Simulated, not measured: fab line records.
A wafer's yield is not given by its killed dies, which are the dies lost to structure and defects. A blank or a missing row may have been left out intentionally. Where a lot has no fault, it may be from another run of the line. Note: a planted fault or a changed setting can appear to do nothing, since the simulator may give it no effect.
fab line records	flow n5_finfet
[record] lots = 7	wafers = 21
route steps=1938 shown BEOL_M7@1293 BEOL_M8@1370 BEOL_M10@1470
start_h: start of the lot's first displayed wafer, in hours after the record's first day	wait_h: hours elapsed since this lot's preceding step	" as in the row above	L1.1+2: a row that stands for several wafers	- no value, or no start given	* or withheld: withheld	< > ~ a bound
route shown NAME@n: names a module that has steps shown in the file, with the first one's number in the route	usual: mean/standard deviation taken from wafers without a fault	same: alike in all rows	chamber/n: place in a boat	sites: readings site by site	_std_site: the values' standard deviation	_edge_site: inner sites' mean taken away from outer sites' mean	radius_mm: how far each site lies from the wafer's centre	mask NAME#n: copy n	behind: the most recent tool/chamber to have shaped the wafer	hold: reason for holding the lot/hours on hold/outcome of the hold	device: which transistor (n, p or np) failed to switch	end of line: tests run on the same wafers once the route is complete	a step with no rows: only its recipe	killed: count of dies lost to structure and defects at first sort (not the wafer's yield)	map: per-die view of a wafer (x killed, . not killed, _ where there is no die)
set.NAME: the setting the step ran with; set.NAME@STEP: the setting that earlier step ran with	model.NAME: the simulator's own value behind a step, which no gauge read
one table per step and one row per wafer, for lots whose settings were changed on purpose
[[steps]]
[step N5_BEOL_M7_EXPOSE_25]
[recipe] mask_id = V6	na = 0.33	source_shape = annular	sigma_inner = 0.4	sigma_outer = 0.8	polarization = unpolarized	target_cd_nm = 40	dose_mj = 42.5
lot.wafer	tool	chamber	start_h	wait_h	mask	set.dose_mj
L076.2+3+4	euv_scanner-02	0	228.21	-	V6#0	42.5
L074.3	euv_scanner-01	0	233.68	-	V6#0	44.47
L074.5+6	"	0	"	"	V6#0	42.5
L079.1+4+6	euv_scanner-01	0	261.67	-	V6#0	42.5
L083.1+6	euv_scanner-02	0	286.25	-	V6#0	42.5
L083.5	"	0	"	"	V6#0	40.23
L088.1+3+5	euv_scanner-02	0	334.94	-	V6#0	42.5
L092.2	euv_scanner-01	0	336.87	-	V6#0	41.2
L092.5+6	"	0	"	"	V6#0	42.5
L095.1	euv_scanner-01	0	360.73	-	V6#0	45.18
L095.4+5	"	0	"	"	V6#0	42.5
[step N5_BEOL_M7_PEB_26]
[recipe] peb_temp_c = 100	peb_time_s = 60	resist = CAR-EUV
[step N5_BEOL_M7_DEVELOP_27]
[recipe] develop_time_s = 30	developer = TMAH	resist = CAR-EUV	rinse_liquid = surfactant_rinse	dry = air_spin	dev_temp_c = 23
lot.wafer	tool	chamber	start_h	wait_h	set.spin_rpm@BEOL_M7_COAT_22	model.CAR-EUV_of_BEOL_M7_COAT_22.thk_nm
L076.2+3+4	litho_track-04	0	-	-	1500	29.4
L074.3+5	litho_track-01	0	-	-	1431	30.2
L074.6	"	0	"	"	1500	29.6
L079.1	litho_track-01	0	-	-	1500	29.6
L079.4	"	0	"	"	1392	30.8
L079.6	"	0	"	"	1500	29.8
L083.1+5+6	litho_track-01	0	-	-	1500	29.4
L088.1	litho_track-03	0	-	-	1391	30.8
L088.3+5	"	0	"	"	1500	29.8
L092.2+5	litho_track-03	0	-	-	1500	29.4
L092.6	"	0	"	"	1624	28.2
L095.1+5	litho_track-03	0	-	-	1500	29.4
L095.4	"	0	"	"	1415	30.4
[step N5_BEOL_M7_CD_MEAS_28]
[recipe] target_cd_nm = 40	landing_energy_ev = 500	detector = se_inlens
[usual] cd_nm = 39.99/0.23
lot.wafer	tool	chamber	start_h	wait_h	set.dose_mj@BEOL_M7_EXPOSE_25	cd_nm
L076.2	cd_sem-03	0	228.34	-	42.5	39.84
L076.3	"	0	"	"	42.5	40.05
L076.4	"	0	"	"	42.5	39.72
L074.3	cd_sem-02	0	233.80	-	44.47	41.01
L074.5	"	0	"	"	42.5	39.81
L074.6	"	0	"	"	42.5	40.17
L079.1	cd_sem-03	0	261.80	-	42.5	40.29
L079.4	"	0	"	"	42.5	39.92
L079.6	"	0	"	"	42.5	40.21
L083.1	cd_sem-02	0	286.39	-	42.5	40.38
L083.5	"	0	"	"	40.23	38.79
L083.6	"	0	"	"	42.5	39.85
L088.1	cd_sem-01	0	335.07	-	42.5	40.02
L088.3	"	0	"	"	42.5	39.73
L088.5	"	0	"	"	42.5	39.63
L092.2	cd_sem-03	0	336.99	-	41.2	39.57
L092.5	"	0	"	"	42.5	40.03
L092.6	"	0	"	"	42.5	39.95
L095.1	cd_sem-02	0	360.86	-	45.18	40.95
L095.4	"	0	"	"	42.5	39.72
L095.5	"	0	"	"	42.5	40.04
[step N5_BEOL_M7_DESCUM_33]
[recipe] chemistry = O2	time_s = 7	source_power_w = 50	bias_power_w = 20	pressure_mtorr = 20	rf_frequency_hz = 2.712e+07	temp_c = 40	resist = CAR-EUV	o2_flow_sccm = 225
lot.wafer	tool	chamber	start_h	wait_h	set.dose_mj@BEOL_M7_EXPOSE_25	model.BEOL_M7.cd_nm
L076.2+3	rie_diel-02	2,1	228.46	0.0	42.5	39.8
L076.4	"	0	"	"	42.5	40
L074.3	rie_diel-01	2	234.02	0.1	44.47	41
L074.5	"	0	"	"	42.5	39.8
L074.6	"	3	"	"	42.5	40
L079.1	rie_diel-05	2	261.92	0.0	42.5	40.4
L079.4	"	1	"	"	42.5	39.8
L079.6	"	2	"	"	42.5	40.2
L083.1	rie_diel-05	3	286.51	0.0	42.5	40.2
L083.5	"	0	"	"	40.23	38.8
L083.6	"	1	"	"	42.5	39.8
L088.1+5	rie_diel-05	1,0	335.20	0.0	42.5	39.8
L088.3	"	2	"	"	42.5	40
L092.2	rie_diel-02	1	337.23	0.2	41.2	39.4
L092.5	"	3	"	"	42.5	40
L092.6	"	0	"	"	42.5	40.2
L095.1	rie_diel-02	2	361.02	0.1	45.18	41.2
L095.4	"	0	"	"	42.5	39.8
L095.5	"	2	"	"	42.5	40.2
[step N5_BEOL_M7_ETCH_72]
[recipe] chemistry = N2/H2	target = underlayer	target_depth_a = 65	mask_material = CAR-EUV	time_s = 5.2	ion_energy_ev = 200	pressure_mtorr = 30	source_w = 840	bias_w = 150	n2_flow_sccm = 200	h2_flow_sccm = 200	ends = cleared
lot.wafer	tool	chamber	start_h	wait_h	set.dose_mj@BEOL_M7_EXPOSE_25	model.BEOL_M7.cd_nm
L076.2+3	rie_diel-02	2,1	228.49	0.0	42.5	39.8
L076.4	"	0	"	"	42.5	40
L074.3	rie_diel-01	2	234.06	0.0	44.47	40.8
L074.5	"	0	"	"	42.5	39.8
L074.6	"	3	"	"	42.5	40
L079.1	rie_diel-05	2	261.96	0.0	42.5	40.4
L079.4	"	1	"	"	42.5	40
L079.6	"	2	"	"	42.5	40.2
L083.1	rie_diel-05	3	286.55	0.0	42.5	40.2
L083.5	"	0	"	"	40.23	38.8
L083.6	"	1	"	"	42.5	40
L088.1	rie_diel-05	1	335.23	0.0	42.5	40
L088.3+5	"	2,0	"	"	42.5	39.8
L092.2	rie_diel-02	1	337.27	0.0	41.2	39.4
L092.5	"	3	"	"	42.5	40
L092.6	"	0	"	"	42.5	40.2
L095.1	rie_diel-02	2	361.05	0.0	45.18	41.2
L095.4	"	0	"	"	42.5	39.8
L095.5	"	2	"	"	42.5	40
[step N5_BEOL_M7_ETCH_41]
[recipe] chemistry = CH3F/O2	target = SiCN	target_depth_a = 319	taper_deg = 2	time_s = 57.8	ion_energy_ev = 120	mask_material = TiN	pressure_mtorr = 30	source_w = 395	bias_w = 75	Ar_flow_sccm = 150	CH3F_flow_sccm = 30	O2_flow_sccm = 20
[usual] rf_vpp_V = 297.9/1.4
lot.wafer	tool	chamber	start_h	wait_h	set.source_w	rf_vpp_V	model.etch.depth_nm
L076.2	rie_diel-02	2	-	-	395	296.9	21.05
L076.3	"	1	"	"	395	298.3	21.66
L076.4	"	0	"	"	395	298.3	20.8
L074.3	rie_diel-01	2	-	-	395	298.9	22.25
L074.5	"	0	"	"	395	298.6	21.76
L074.6	"	3	"	"	395	296.2	21.82
L079.1	rie_diel-05	2	-	-	434.9	287.8	22.78
L079.4	"	1	"	"	434.9	288.7	22.76
L079.6	"	2	"	"	395	293.7	22.08
L083.1	rie_diel-05	3	-	-	453.2	284.5	23.27
L083.5	"	0	"	"	453.2	286.5	22.57
L083.6	"	1	"	"	395	296.2	21.68
L088.1	rie_diel-05	1	-	-	395	298.1	21.33
L088.3	"	2	"	"	465.4	278.9	23.31
L088.5	"	0	"	"	395	298.9	21.7
L092.2	rie_diel-02	1	-	-	395	297.1	21.85
L092.5	"	3	"	"	455	285.8	23.17
L092.6	"	0	"	"	395	298.8	21.15
L095.1	rie_diel-02	2	-	-	395	297.3	21.62
L095.4	"	0	"	"	395	298.9	21.28
L095.5	"	2	"	"	461.1	281.0	23.09
[step N5_BEOL_M8_ETCH_65]
[recipe] chemistry = CF4	target = SiARC	target_depth_a = 156	mask_material = CAR-EUV	time_s = 26	ion_energy_ev = 80	pressure_mtorr = 40	source_w = 545	bias_w = 36	Ar_flow_sccm = 100	cf4_flow_sccm = 100	ends = cleared
[usual] etch_rf_on_time_s = 25.9/0.56	rf_vpp_V = 184.2/1.2
lot.wafer	tool	chamber	start_h	wait_h	set.source_w	etch_rf_on_time_s	rf_vpp_V
L076.2	rie_diel-04	1	237.97	0.0	545	26.0	183.2
L076.3	"	0	"	"	545	26.1	182.4
L076.4	"	2	"	"	545	27.0	182.9
L074.3	rie_diel-03	0	240.23	0.0	545	26.1	184.4
L074.5	"	1	"	"	545	26.2	182.8
L074.6	"	0	"	"	545	26.3	185.3
L079.1	rie_diel-06	1	270.73	0.0	450.7	30.1	198.0
L079.4	"	0	"	"	545	26.3	184.6
L079.6	"	0	"	"	545	26.2	183.5
L083.1	rie_diel-03	1	295.19	0.0	496.6	28.6	190.3
L083.5	"	0	"	"	545	26.2	185.4
L083.6	"	1	"	"	496.6	28.4	189.8
L088.1	rie_diel-06	2	342.47	0.0	638.7	22.0	173.9
L088.3	"	0	"	"	638.7	22.9	174.2
L088.5	"	3	"	"	545	25.6	186.9
L092.2	rie_diel-06	0	345.28	0.0	545	25.9	183.2
L092.5	"	1	"	"	450.3	29.7	197.6
L092.6	"	0	"	"	450.3	30.9	195.4
L095.1	rie_diel-04	3	367.95	0.0	545	25.6	183.1
L095.4	"	2	"	"	545	26.4	183.7
L095.5	"	3	"	"	613.9	22.8	174.7
[step N5_BEOL_M8_TRENCH_ETCH_37]
[recipe] chemistry = C4F6/O2	target_depth_a = 934.78	target = SiCOH_lowk	time_s = 31.2	ion_energy_ev = 250	pressure_mtorr = 30	source_w = 345	bias_w = 185	Ar_flow_sccm = 300	C4F6_flow_sccm = 10	O2_flow_sccm = 10
[usual] rf_vpp_V = 667/9.2
lot.wafer	tool	chamber	start_h	wait_h	set.bias_w	rf_vpp_V
L076.2	rie_diel-04	1	-	-	185	657
L076.3	"	0	"	"	185	650
L076.4	"	2	"	"	185	664
L074.3	rie_diel-03	0	-	-	185	668
L074.5	"	1	"	"	185	680
L074.6	"	0	"	"	185	667
L079.1	rie_diel-06	1	-	-	194.7	701
L079.4	"	0	"	"	194.7	691
L079.6	"	0	"	"	185	664
L083.1	rie_diel-03	1	-	-	185	679
L083.5	"	0	"	"	185	668
L083.6	"	1	"	"	194.1	707
L088.1	rie_diel-06	2	-	-	185	666
L088.3	"	0	"	"	185	663
L088.5	"	3	"	"	185	677
L092.2	rie_diel-06	0	-	-	160.9	595
L092.5	"	1	"	"	185	673
L092.6	"	0	"	"	185	664
L095.1	rie_diel-04	3	-	-	185	650
L095.4	"	2	"	"	185	663
L095.5	"	3	"	"	185	652
[step N5_BEOL_M10_ILD_DEP_00]
[recipe] material = SiCOH_lowk	target_thk_a = 3085.1	temp_c = 300	precursor = DEMS/porogen	pressure_torr = 5	rf_w = 500	time_s = 58
lot.wafer	tool	chamber	start_h	wait_h	set.time_s	model.SiCOH_lowk_of_BEOL_M10_ILD_DEP_00.thk_nm
L076.2	pecvd-03	0	250.96	0.0	58	301.6
L076.3	"	2	"	"	58	302
L076.4	"	2	"	"	58	305.4
L074.3	pecvd-02	2	253.34	0.0	58	309.2
L074.5	"	1	"	"	58	313.8
L074.6	"	0	"	"	58	310.8
L079.1	pecvd-04	1	282.20	0.0	66.43	350.6
L079.4	"	0	"	"	58	313.4
L079.6	"	2	"	"	58	318.8
L083.1	pecvd-03	0	308.56	0.0	58	302.4
L083.5	"	0	"	"	58	308.8
L083.6	"	2	"	"	58	303.4
L088.1	pecvd-04	0	356.03	0.0	65.68	346.6
L088.3	"	2	"	"	65.68	346
L088.5	"	1	"	"	58	314.4
L092.2	pecvd-02	1	356.75	0.0	58	308
L092.5	"	2	"	"	50.83	275.2
L092.6	"	1	"	"	58	316.4
L095.1	pecvd-02	0	378.05	0.0	58	310.6
L095.4	"	0	"	"	62.81	341.6
L095.5	"	1	"	"	62.81	339.2
[step N5_BEOL_M10_CURE_71]
[recipe] temp_c = 385	time_s = 240	ambient = He/Ar	material = SiCOH_lowk
lot.wafer	tool	chamber	start_h	wait_h	set.time_s@BEOL_M10_ILD_DEP_00	model.SiCOH_lowk_of_BEOL_M10_ILD_DEP_00.thk_nm
L076.2	uv_cure-01	0	251.25	0.3	58	262
L076.3	"	0	"	"	58	262.4
L076.4	"	0	"	"	58	265.2
L074.3	uv_cure-02	0	253.58	0.2	58	268.6
L074.5	"	0	"	"	58	272.8
L074.6	"	0	"	"	58	270
L079.1	uv_cure-01	1	282.28	0.0	66.43	305.4
L079.4	"	1	"	"	58	272.2
L079.6	"	1	"	"	58	277
L083.1	uv_cure-01	0	308.63	0.0	58	262.6
L083.5	"	0	"	"	58	268.2
L083.6	"	0	"	"	58	263.6
L088.1	uv_cure-03	0	356.10	0.0	65.68	301.8
L088.3	"	0	"	"	65.68	301.2
L088.5	"	0	"	"	58	273.2
L092.2	uv_cure-01	0	356.91	0.1	58	267.6
L092.5	"	0	"	"	50.83	238.6
L092.6	"	0	"	"	58	275
L095.1	uv_cure-03	2	378.13	0.0	58	269.8
L095.4	"	2	"	"	62.81	297.2
L095.5	"	2	"	"	62.81	295.2
[step N5_BEOL_M10_THK_MEAS_01]
[recipe] reads = SiCOH_lowk_of_BEOL_M10_ILD_DEP_00
[usual] M10_ILD_THK = 268/4.1
lot.wafer	tool	chamber	start_h	wait_h	set.time_s@BEOL_M10_ILD_DEP_00	M10_ILD_THK[nm]
L076.2	film_metro-02	-	251.68	0.4	58	262
L076.3	"	-	"	"	58	262
L076.4	"	-	"	"	58	265
L074.3	film_metro-01	-	253.94	0.3	58	269
L074.5	"	-	"	"	58	273
L074.6	"	-	"	"	58	270
L079.1	film_metro-02	-	282.80	0.4	66.43	306
L079.4	"	-	"	"	58	272
L079.6	"	-	"	"	58	277
L083.1	film_metro-01	-	309.63	0.8	58	263
L083.5	"	-	"	"	58	268
L083.6	"	-	"	"	58	263
L088.1	film_metro-01	-	356.62	0.4	65.68	302
L088.3	"	-	"	"	65.68	301
L088.5	"	-	"	"	58	273
L092.2	film_metro-01	-	357.36	0.4	58	268
L092.5	"	-	"	"	50.83	239
L092.6	"	-	"	"	58	275
L095.1	film_metro-02	-	378.64	0.4	58	270
L095.4	"	-	"	"	62.81	297
L095.5	"	-	"	"	62.81	295
[step N5_BEOL_M10_COAT_63]
[recipe] resist = SOC	temp_c = 250	time_s = 60	spin_rpm = 1500	resist_thk_nm = 100
lot.wafer	tool	chamber	start_h	wait_h	set.spin_rpm	model.SOC_of_BEOL_M10_COAT_63.thk_nm
L076.2	litho_track-02	0	254.44	1.1	1500	100.6
L076.3+4	"	0	"	"	1500	100.4
L074.3	litho_track-03	0	258.98	2.4	1438	102
L074.5	"	0	"	"	1500	99.6
L074.6	"	0	"	"	1438	102.2
L079.1+6	litho_track-03	0	285.27	0.3	1500	100
L079.4	"	0	"	"	1442	102.2
L083.1+5	litho_track-02	0	316.32	3.6	1500	100.2
L083.6	"	0	"	"	1500	100.6
L088.1+5	litho_track-03	0	360.32	1.7	1500	100
L088.3	"	0	"	"	1401	103.8
L092.2+5	litho_track-02	0	360.47	1.5	1500	100.2
L092.6	"	0	"	"	1500	100
L095.1	litho_track-04	0	382.54	1.8	1500	100.2
L095.4	"	0	"	"	1400	103.8
L095.5	"	0	"	"	1400	103.6
[step N5_BEOL_M10_PEB_26]
[recipe] peb_temp_c = withheld	peb_time_s = 60	resist = CAR-ArF
lot.wafer	tool	chamber	start_h	wait_h	set.peb_time_s
L076.2+3+4	litho_track-02	0	254.74	0.1	60
L074.3	litho_track-04	0	259.28	0.0	67.74
L074.5+6	"	0	"	"	60
L079.1+4+6	litho_track-02	0	285.58	0.1	60
L083.1+5+6	litho_track-02	0	316.62	0.1	60
L088.1+3+5	litho_track-03	0	360.72	0.1	60
L092.2+5	litho_track-04	0	360.89	0.1	60
L092.6	"	0	"	"	65.85
L095.1+5	litho_track-02	0	382.72	0.1	52.26
L095.4	"	0	"	"	60
[step N5_BEOL_M10_DEVELOP_27]
[recipe] develop_time_s = 30	developer = TMAH	resist = CAR-ArF	rinse_liquid = diw	dry = air_spin	dev_temp_c = 23
[step N5_BEOL_M10_CD_MEAS_28]
[recipe] target_cd_nm = 70	landing_energy_ev = 500	detector = se_inlens	polarity = opening
[usual] cd_nm = 69.9/0.87
lot.wafer	tool	chamber	start_h	wait_h	set.peb_time_s@BEOL_M10_PEB_26	cd_nm
L076.2	cd_sem-03	0	254.81	-	60	69.7
L076.3	"	0	"	"	60	69.9
L076.4	"	0	"	"	60	69.5
L074.3	cd_sem-03	0	259.35	-	67.74	75.7
L074.5	"	0	"	"	60	67.8
L074.6	"	0	"	"	60	69.9
L079.1	cd_sem-01	0	285.64	-	60	69.0
L079.4	"	0	"	"	60	68.6
L079.6	"	0	"	"	60	70.5
L083.1	cd_sem-02	0	316.69	-	60	69.9
L083.5	"	0	"	"	60	69.7
L083.6	"	0	"	"	60	70.1
L088.1	cd_sem-02	0	360.78	-	60	71.2
L088.3	"	0	"	"	60	71.5
L088.5	"	0	"	"	60	72.3
L092.2	cd_sem-02	0	360.96	-	60	69.6
L092.5	"	0	"	"	60	70.2
L092.6	"	0	"	"	65.85	74.0
L095.1	cd_sem-02	0	382.79	-	52.26	63.3
L095.4	"	0	"	"	60	70.1
L095.5	"	0	"	"	52.26	64.2
[step N5_BEOL_M10_DESCUM_33]
[recipe] chemistry = O2	time_s = 7.9	source_power_w = 50	bias_power_w = 20	pressure_mtorr = 20	rf_frequency_hz = 2.712e+07	temp_c = 40	resist = CAR-ArF	o2_flow_sccm = 225
[step N5_BEOL_M10_ETCH_65]
[recipe] chemistry = CF4	target = SiARC	target_depth_a = 390	mask_material = CAR-ArF	time_s = 65	ion_energy_ev = 80	pressure_mtorr = 40	source_w = 545	bias_w = 36	Ar_flow_sccm = 100	cf4_flow_sccm = 100	ends = cleared
[step N5_BEOL_M10_ETCH_66]
[recipe] chemistry = N2/H2	target = SOC	target_depth_a = 1200	overetch_a = 240	mask_material = SiARC	temp_c = 40	time_s = 180	ion_energy_ev = 200	pressure_mtorr = 30	source_w = 840	bias_w = 150	n2_flow_sccm = 200	h2_flow_sccm = 200
lot.wafer	tool	chamber	start_h	wait_h	set.spin_rpm@BEOL_M10_COAT_63	model.etch.depth_nm
L076.2	rie_diel-06	0	255.08	0.0	1500	100.6
L076.3	"	2	"	"	1500	100.3
L076.4	"	1	"	"	1500	100.5
L074.3	rie_diel-04	2	259.52	0.0	1438	102
L074.5	"	0	"	"	1500	99.68
L074.6	"	3	"	"	1438	102.2
L079.1	rie_diel-03	1	285.82	0.0	1500	100
L079.4	"	2	"	"	1442	102.1
L079.6	"	3	"	"	1500	99.91
L083.1	rie_diel-06	0	316.86	0.0	1500	100.1
L083.5	"	3	"	"	1500	100.2
L083.6	"	2	"	"	1500	100.6
L088.1	rie_diel-06	1	361.14	0.0	1500	100.1
L088.3	"	0	"	"	1401	103.8
L088.5	"	1	"	"	1500	99.95
L092.2	rie_diel-03	3	361.74	0.0	1500	100.2
L092.5+6	"	3,2	"	"	1500	100.1
L095.1	rie_diel-04	3	382.97	0.0	1500	100.3
L095.4	"	2	"	"	1400	103.8
L095.5	"	0	"	"	1400	103.6
[step N5_BEOL_M10_STRIP_69]
[recipe] chemistry = N2/H2	temp_c = 40	n2_flow_sccm = 200	h2_flow_sccm = 200	rf_frequency_hz = 6e+07
[step N5_BEOL_M10_VIA_ETCH_34]
[recipe] chemistry = C4F6/O2	target = SiCOH_lowk	target_depth_a = 1845	mask_material = SOC	taper_deg = 4	time_s = 69.2	ion_energy_ev = 250	pressure_mtorr = 30	source_w = 345	bias_w = 185	Ar_flow_sccm = 300	C4F6_flow_sccm = 10	O2_flow_sccm = 10
lot.wafer	tool	chamber	start_h	wait_h	set.spin_rpm@BEOL_M10_COAT_63	model.SOC_of_BEOL_M10_COAT_63.thk_nm
L076.2	rie_diel-06	0	255.20	0.0	1500	92.8
L076.3	"	2	"	"	1500	92
L076.4	"	1	"	"	1500	92.4
L074.3	rie_diel-04	2	259.65	0.0	1438	94.2
L074.5	"	0	"	"	1500	91.6
L074.6	"	3	"	"	1438	94.4
L079.1	rie_diel-03	1	285.94	0.0	1500	92.2
L079.4	"	2	"	"	1442	94.2
L079.6	"	3	"	"	1500	91.8
L083.1+6	rie_diel-06	0,2	316.99	0.0	1500	92.4
L083.5	"	3	"	"	1500	92
L088.1	rie_diel-06	1	361.26	0.0	1500	92.2
L088.3	"	0	"	"	1401	96
L088.5	"	1	"	"	1500	92
L092.2	rie_diel-03	3	361.86	0.0	1500	92.4
L092.5+6	"	3,2	"	"	1500	92.2
L095.1	rie_diel-04	3	383.09	0.0	1500	92.2
L095.4	"	2	"	"	1400	96
L095.5	"	0	"	"	1400	95.8
[[key]]
[split] step = N5_BEOL_M7_EXPOSE_25	setting = dose_mj	stated = 42.5	by = wafer
[response] step = N5_BEOL_M7_CD_MEAS_28	reading = cd_nm	change = +0.2	per = 1%	r = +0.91
[response] step = N5_BEOL_M7_DESCUM_33	reading = model.BEOL_M7.cd_nm	change = +0.214	per = 1%	r = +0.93
[response] step = N5_BEOL_M7_ETCH_72	reading = model.BEOL_M7.cd_nm	change = +0.216	per = 1%	r = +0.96
[split] step = N5_BEOL_M7_ETCH_41	setting = source_w	stated = 395	by = wafer
[response] step = N5_BEOL_M7_ETCH_41	reading = rf_vpp_V	change = -0.9	per = 1%	r = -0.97
[response] step = N5_BEOL_M7_ETCH_41	reading = model.etch.depth_nm	change = +0.0959	per = 1%	r = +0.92
[split] step = N5_BEOL_M8_ETCH_65	setting = source_w	stated = 545	by = wafer
[response] step = N5_BEOL_M8_ETCH_65	reading = etch_rf_on_time_s	change = *	per = 1%	r = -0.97
[response] step = N5_BEOL_M8_ETCH_65	reading = rf_vpp_V	change = -0.745	per = 1%	r = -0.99
[split] step = N5_BEOL_M8_TRENCH_ETCH_37	setting = bias_w	stated = 185	by = wafer
[response] step = N5_BEOL_M8_TRENCH_ETCH_37	reading = rf_vpp_V	change = +5.81	per = 1%	r = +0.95
[split] step = N5_BEOL_M10_ILD_DEP_00	setting = time_s	stated = 58	by = wafer
[response] step = N5_BEOL_M10_ILD_DEP_00	reading = model.SiCOH_lowk_of_BEOL_M10_ILD_DEP_00.thk_nm	change = +2.68	per = 1%	r = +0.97
[response] step = N5_BEOL_M10_CURE_71	reading = model.SiCOH_lowk_of_BEOL_M10_ILD_DEP_00.thk_nm	change = +2.38	per = 1%	r = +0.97
[response] step = N5_BEOL_M10_THK_MEAS_01	reading = M10_ILD_THK	change = +2.38	per = 1%	r = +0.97
[split] step = N5_BEOL_M10_COAT_63	setting = spin_rpm	stated = 1500	by = wafer
[response] step = N5_BEOL_M10_COAT_63	reading = model.SOC_of_BEOL_M10_COAT_63.thk_nm	change = -0.56	per = 1%	r = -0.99
[response] step = N5_BEOL_M10_ETCH_66	reading = model.etch.depth_nm	change = -0.555	per = 1%	r = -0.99
[response] step = N5_BEOL_M10_VIA_ETCH_34	reading = model.SOC_of_BEOL_M10_COAT_63.thk_nm	change = -0.584	per = 1%	r = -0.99
[split] step = N5_BEOL_M10_PEB_26	setting = peb_time_s	stated = 60	by = wafer
[response] step = N5_BEOL_M10_CD_MEAS_28	reading = cd_nm	change = +0.49	per = 1%	r = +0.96
split outside_this_file step=N5_BEOL_M7_COAT_22 setting=spin_rpm
// split outside_this_file: this setting was split too, and the file shows its column; the key of that split is in another file
